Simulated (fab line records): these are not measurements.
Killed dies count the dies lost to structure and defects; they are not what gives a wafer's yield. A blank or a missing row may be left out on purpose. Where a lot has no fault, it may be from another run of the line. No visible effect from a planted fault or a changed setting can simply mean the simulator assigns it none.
Matching of chambers -- flow n5 finfet -- N5_BEOL_M14_ETCH_67 on rie diel-02: 4 sister chambers
The step etches SiARC in CF4, target depth 143 nm, time 238.3 s. 8 wafers are shown with their chamber, then 7 later ones without.

EACH WAFER AND ITS CHAMBER
wafer,chamber,throttle valve pct (%),showerhead plenum p Torr (Torr)
L074.5,2,16.10,2.13
L078.4,3,15.62,2.14
L078.5,3,15.62,2.14
L084.1,1,15.55,2.12
L084.3,0,15.68,2.05
L084.6,1,15.57,2.12
L092.3,2,16.17,2.12
L092.4,0,15.71,2.05

WAFERS WITHOUT THEIR CHAMBER
wafer,throttle valve pct (%),showerhead plenum p Torr (Torr)
L092.6,16.18,2.12
L093.1,15.59,2.12
L093.3,15.66,2.13
L093.4,15.70,2.05
L094.1,16.18,2.12
L094.5,15.67,2.13
L094.6,16.19,2.12

WHICH CHAMBER EACH WENT THROUGH
wafer,from the rows above,in truth
L092.6,2,2
L093.1,1,1
L093.3,can't be placed: 3 or 1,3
L093.4,0,0
L094.1,2,2
L094.5,can't be placed: 3 or 1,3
L094.6,2,2
Correctly placed: 5 of 7. Cannot be placed on the basis of these rows: 2; the candidates contain the true chamber in 2. 0 placed wrongly.
How it was worked out, from the rows above alone: a wafer's distance from a chamber is the root of the sum, over the readings, of the square of ((its reading less the chamber's mean) divided by the reading's scatter). If the next closest chamber is less than 2 further off than the closest, the wafer can't be placed; otherwise it belongs to the closest. Each chamber's mean is taken over the wafers shown for it. The scatter: the root of (the sum of the squares of (reading less its chamber's mean) over the shown wafers, divided by (wafers less chambers)).
